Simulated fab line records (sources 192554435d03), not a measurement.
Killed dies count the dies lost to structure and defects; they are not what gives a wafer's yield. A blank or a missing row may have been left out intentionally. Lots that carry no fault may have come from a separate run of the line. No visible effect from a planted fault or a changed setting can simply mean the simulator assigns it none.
What tool caused it?    flow n5_finfet    12 lots, 36 wafers sampled, at 4 steps of a route of 1938

== WHAT THE GAUGES SHOWED, per wafer ==
N5_BEOL_M4_THK_MEAS_53: measures by xrf.
lot   measured      on             M4_THK (nm)
L076  day 8 19:34   film_metro-01  38.5 39.4 38.6
L078  day 9 16:41   film_metro-02  40.9 40.3 40.4
L079  day 10 15:02  film_metro-02  39.8 40.3 41.0
L081  day 10 18:11  film_metro-01  40.0 38.4 39.3
L084  day 11 10:55  film_metro-01  38.7 40.0 39.2
L082  day 11 07:37  film_metro-02  41.4 41.8 41.0
L086  day 12 05:05  film_metro-01  40.6 41.6 42.1
L088  day 12 12:19  film_metro-01  40.2 39.3 38.8
L091  day 13 11:20  film_metro-02  40.4 40.1 38.8
L093  day 13 12:06  film_metro-01  40.6 39.9 42.7
L095  day 14 02:43  film_metro-02  39.2 41.2 41.1
L097  day 14 19:21  film_metro-02  41.6 38.7 41.2

== EACH LOT AND THE TOOL THAT RAN IT (in order: tool; ch and the chambers of the sampled wafers; start) ==
lot   N5_BEOL_M4_ALD_98                  N5_BEOL_M4_ANNEAL_49          N5_BEOL_M4_ANNEAL_82
L076  ald_sin-04 ch 1,3, day 8 06:02     pvd_sputter-01, day 8 17:06   pvd_sputter-01, day 8 17:32
L078  ald_sin-01 ch 2,3, day 9 04:11     pvd_sputter-01, day 9 14:11   pvd_sputter-01, day 9 14:38
L079  ald_sin-02 ch 0,1,2, day 10 01:02  pvd_sputter-03, day 10 12:34  pvd_sputter-03, day 10 13:01
L081  ald_sin-01 ch 1,3, day 10 10:20    pvd_sputter-02, day 10 15:43  pvd_sputter-02, day 10 16:09
L084  ald_sin-01 ch 0,1, day 10 20:10    pvd_sputter-02, day 11 08:26  pvd_sputter-02, day 11 08:53
L082  ald_sin-02 ch 0,3, day 11 01:22    pvd_sputter-02, day 11 05:08  pvd_sputter-02, day 11 05:35
L086  ald_sin-02 ch 0,1,2, day 11 07:22  pvd_sputter-03, day 12 02:01  pvd_sputter-03, day 12 02:27
L088  ald_sin-02 ch 0,2,3, day 11 21:13  pvd_sputter-01, day 12 09:39  pvd_sputter-01, day 12 10:05
L091  ald_sin-02 ch 0,1,2, day 12 14:01  pvd_sputter-01, day 13 08:52  pvd_sputter-01, day 13 09:18
L093  ald_sin-02 ch 0,2,3, day 13 02:48  pvd_sputter-03, day 13 09:38  pvd_sputter-03, day 13 10:04
L095  ald_sin-01 ch 1,2,3, day 13 09:05  pvd_sputter-03, day 14 00:13  pvd_sputter-03, day 14 00:40
L097  ald_sin-02 ch 0,2, day 13 22:02    pvd_sputter-02, day 14 16:53  pvd_sputter-02, day 14 17:19
- N5_BEOL_M4_ALD_98: deposits SiO2, target thk 2.5 nm, pulse time 1 s, co reactant pulse time 1 s.
- N5_BEOL_M4_ANNEAL_49: time 240 s.
- N5_BEOL_M4_ANNEAL_82: time 240 s.

== THE ANSWER, worked out from the rows above alone ==
Rule: the usual values come from the lots themselves. Put in order of their means at a reading, lots are off if they are a third of the lots or fewer, leave a main group of 4 or more, and stand apart from it by a gap of 3 or more times the standard deviation of the main group's means; of several such gaps the widest counts. If all means in a main group match to the digits the tables above print for the reading, that group is not used. Also off: a lot with no number at a reading for which 4 or more lots have one. Any other lot the step has rows for is counted as sound.
None of the lots is off at any reading shown; this tells nothing.

== WHAT THE SIMULATOR HAD INSERTED ==
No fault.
